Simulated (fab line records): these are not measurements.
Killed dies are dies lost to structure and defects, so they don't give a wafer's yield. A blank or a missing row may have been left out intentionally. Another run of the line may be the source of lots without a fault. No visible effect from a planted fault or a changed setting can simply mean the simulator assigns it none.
fab line records ; flow n5-finfet
record lots=7; wafers=39
route steps=1938 shown ZERO_LAYER@4 FIN_SAQP@138 BEOL_M0_SAQP@672 BEOL_M1@814 BEOL_M3@993 BEOL_M4@1111
start-h: the number of hours between the record's first day and the start of the first shown wafer of the lot ; wait-h: how many hours have passed since the lot's step before this one ; " repeats the value in the row above ; L1.1+2: a row that stands for several wafers ; - no value present, or no start provided ; * or withheld: withheld ; < > ~ a bound
route shown NAME@n: a module of which the file shows steps, and the number in the route of the first ; usual: mean/standard deviation taken from wafers without a fault ; same: alike in all rows ; chamber/n: place in a boat ; sites: each site's reading ; _std_site: the values' standard deviation ; _edge_site: outer sites' mean less inner sites' ; radius-mm: for every site, how far away it sits from the centre of the wafer ; mask NAME#n: copy n ; behind: the last tool/chamber to shape the wafer ; hold: what put the lot on hold/how long, in hours/how the hold closed ; device: the n, p or np transistor that did not switch ; end of line: the route-end tests of the same wafers ; a step without rows: its recipe alone ; killed: count of dies lost to structure and defects at first sort (not the wafer's yield) ; map: dies across one wafer; x = killed, . = not, _ = none there
set.NAME: the setting the step ran with; set.NAME@STEP: the setting that earlier step ran with ; model.NAME: the simulator's own value behind a step, which no gauge read
lots with deliberately changed settings; one table per step, one row per wafer
## steps
# step N5_ZERO_LAYER_PECVD_02
# recipe material=SiO2; target-thk-a=100; temp-c=400; precursor=SiH4/N2O; pressure-torr=0.75; rf-w=275; time-s=6
# step N5_FIN_SAQP_SPACER2_ALD_28
# recipe material=SiO2; target-thk-a=81; temp-c=300; ald-precursor-family=BDEAS; ald-co-reactant=O2-plasma; pulse-time-s=1; purge-time-s=2; co-reactant-purge-time-s=2; pressure-torr=2
# step N5_BEOL_M0_SAQP_ETCH_106
# recipe chemistry=N2/H2; target=SOC; target-depth-a=1500; stop-on=SiNx; ion-energy-ev=100; bias-w=61; pressure-mtorr=30; source-w=850; n2-flow-sccm=200; h2-flow-sccm=200
# step N5_BEOL_M1_SPUTTER_48
# recipe material=Cu; target-thk-a=45; temp-c=-20; chamber-pressure-pa=0.07; power-w=withheld; time-s=8.29
# step N5_BEOL_M3_CVD_47
# recipe material=Co; target-thk-a=30; temp-c=withheld; precursor=CCTBA/H2; pressure-torr=30; time-s=223.8
# step N5_BEOL_M3_DEP_57
# recipe material=SiCN; target-thk-a=80; temp-c=withheld; precursor=3MS/NH3; pressure-torr=3; rf-w=202; time-s=14
# step N5_BEOL_M4_RC_MEAS_101
# usual CJ_N=4.27/0.11; ION_N=673/15; RS_PWELL=3009/22; SERP_M3=198/17; VT_N=251/4.1; VT_N_LVT=99/4.3; VT_P=-250/3.4
lot.wafer;tool;chamber;start-h;wait-h;set.time-s@ZERO_LAYER_PECVD_02;set.target-thk-a@FIN_SAQP_SPACER2_ALD_28;set.target-depth-a@BEOL_M0_SAQP_ETCH_106;set.time-s@BEOL_M1_SPUTTER_48;set.target-thk-a@BEOL_M3_CVD_47;set.time-s@BEOL_M3_DEP_57;CJ_N;ION_N[uA/um];RS_PWELL[ohm/sq];SERP_M3[ohm/um];VT_N[mV];VT_N_LVT[mV];VT_P[mV]
L077.1;prober-01;0;184.72;0.0;3.293;81;2324;12.01;30;14;3.73;659;2962;174;255;107;-247
L077.2;prober-01;0;184.72;0.0;3.293;81;1500;12.01;44.09;14;3.97;666;2929;303;249;102;-248
L077.3;prober-01;0;184.72;0.0;3.293;65.59;1500;8.29;44.09;14;4.06;624;2984;287;271;122;-256
L077.4;prober-01;0;184.72;0.0;6;81;2324;8.29;30;14;4.37;677;3027;189;251;105;-247
L077.5;prober-01;0;184.72;0.0;6;65.59;1500;12.01;30;14;4.06;618;3046;182;270;124;-260
L077.6;prober-01;0;184.72;0.0;6;65.59;2324;8.29;44.09;14;4.34;602;3041;269;274;124;-260
L080.1;prober-01;0;201.05;0.0;4.314;81;1500;10.18;24.09;14;4.01;658;2994;162;250;98;-248
L080.2;prober-01;0;201.05;0.0;6;81;1500;10.18;30;14;4.29;651;3034;184;250;100;-250
L080.3;prober-01;0;201.05;0.0;4.314;81;1500;10.18;24.09;21.71;4.07;690;2988;150;246;93;-250
L080.4;prober-01;0;201.05;0.0;6;81;1500;8.29;30;21.71;4.37;669;3009;184;250;98;-251
L080.5;prober-01;0;201.05;0.0;4.314;81;1500;8.29;30;14;4.00;688;3014;182;247;93;-250
L080.6;prober-01;0;201.05;0.0;6;81;1500;8.29;24.09;21.71;4.20;681;3021;154;251;98;-251
L081.1;prober-01;0;203.50;0.0;6;81;2341;8.29;30;14;4.06;659;3026;199;251;100;-250
L081.2;prober-01;0;203.50;0.0;6;81;1500;8.29;30;14;4.28;686;2987;200;248;96;-247
L081.3;prober-01;0;203.50;0.0;6;81;1500;8.29;30;14;4.44;676;3011;197;251;100;-250
L081.4;prober-01;0;203.50;0.0;6;81;2341;8.29;30;14;4.31;702;2996;178;243;94;-246
L081.5;prober-01;0;203.50;0.0;6;81;2341;8.29;30;14;4.36;674;3015;192;250;99;-250
L081.6;prober-01;0;203.50;0.0;6;81;1500;8.29;30;14;4.11;673;3021;184;249;100;-249
L088.1;prober-01;0;248.97;0.0;4.733;81;2310;8.29;35.19;14;3.90;646;2953;255;257;107;-251
L088.2;prober-01;0;248.97;0.0;6;81;1500;9.916;30;14;4.10;666;2990;222;253;102;-247
L088.3;prober-01;0;248.97;0.0;6;81;2310;9.916;30;14;4.20;647;2994;215;260;109;-251
L088.4;prober-01;0;248.97;0.0;4.733;81;2310;8.29;30;14;3.94;679;2969;201;244;95;-242
L088.5;prober-01;0;248.97;0.0;4.733;81;1500;9.916;35.19;14;3.95;634;2946;264;262;112;-252
L088.6;prober-01;0;248.97;0.0;6;81;1500;8.29;35.19;14;4.20;676;2975;242;253;102;-247
L094.1;prober-02;0;281.25;0.0;6;81;1500;8.29;30;14;4.43;681;3029;206;251;99;-247
L094.3;prober-02;0;281.25;0.0;6;81;1500;8.29;30;14;4.37;652;3008;186;256;103;-252
L094.6;prober-02;0;281.25;0.0;6;81;1500;8.29;30;14;4.30;675;3019;204;250;98;-249
L093.1;prober-02;0;287.84;0.0;9.345;81;1500;11.39;30;19.08;4.68;667;3093;229;250;100;-253
L093.2;prober-02;0;287.84;0.0;9.345;81;1500;8.29;23.54;19.08;4.69;668;3107;151;252;101;-254
L093.3;prober-02;0;287.84;0.0;6;81;1500;8.29;23.54;14;4.18;679;3032;165;246;93;-249
L093.4;prober-02;0;287.84;0.0;6;81;1500;11.39;23.54;14;4.49;652;3022;171;257;104;-256
L093.5;prober-02;0;287.84;0.0;6;81;1500;11.39;30;19.08;4.27;677;3011;193;248;96;-248
L093.6;prober-02;0;287.84;0.0;9.345;81;1500;8.29;30;14;4.55;633;3111;192;264;112;-259
L096.1;prober-01;0;299.59;0.0;4.506;81;955.9;8.29;30;14;4.36;684;2964;167;250;98;-247
L096.2;prober-01;0;299.59;0.0;4.506;110.8;955.9;10.77;19.36;17.07;4.03;834;2959;156;202;50;-214
L096.3;prober-01;0;299.59;0.0;6;81;955.9;8.29;19.36;14;4.37;676;2987;147;248;97;-247
L096.4;prober-01;0;299.59;0.0;6;81;1500;10.77;19.36;17.07;4.40;663;3012;145;251;99;-248
L096.5;prober-01;0;299.59;0.0;4.506;110.8;1500;10.77;30;14;4.24;806;2965;186;207;56;-221
L096.6;prober-01;0;299.59;0.0;6;110.8;1500;8.29;30;17.07;4.22;843;2988;183;198;48;-216
## key
split step=N5_ZERO_LAYER_PECVD_02; setting=time-s; stated-as=6
response step=N5_BEOL_M4_RC_MEAS_101; reading=RS_PWELL; slope=+1.44; per=1%; together-with=all; explained=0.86
response step=N5_BEOL_M4_RC_MEAS_101; reading=CJ_N; slope=+0.00663; per=1%; together-with=all; explained=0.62
split step=N5_FIN_SAQP_SPACER2_ALD_28; setting=target-thk-a; stated-as=81
response step=N5_BEOL_M4_RC_MEAS_101; reading=VT_N_LVT; slope=-1.2; per=1%; together-with=all; explained=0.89
response step=N5_BEOL_M4_RC_MEAS_101; reading=VT_N; slope=-1.23; per=1%; together-with=all; explained=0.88
response step=N5_BEOL_M4_RC_MEAS_101; reading=VT_P; slope=+0.766; per=1%; together-with=all; explained=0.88
response step=N5_BEOL_M4_RC_MEAS_101; reading=ION_N; slope=+3.97; per=1%; together-with=all; explained=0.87
split step=N5_BEOL_M0_SAQP_ETCH_106; setting=target-depth-a; stated-as=1500
response none clear
split step=N5_BEOL_M1_SPUTTER_48; setting=time-s; stated-as=8.29
response none clear
split step=N5_BEOL_M3_CVD_47; setting=target-thk-a; stated-as=30
response step=N5_BEOL_M4_RC_MEAS_101; reading=SERP_M3; slope=+1.79; per=1%; together-with=all; explained=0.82
split step=N5_BEOL_M3_DEP_57; setting=time-s; stated-as=14
response none clear
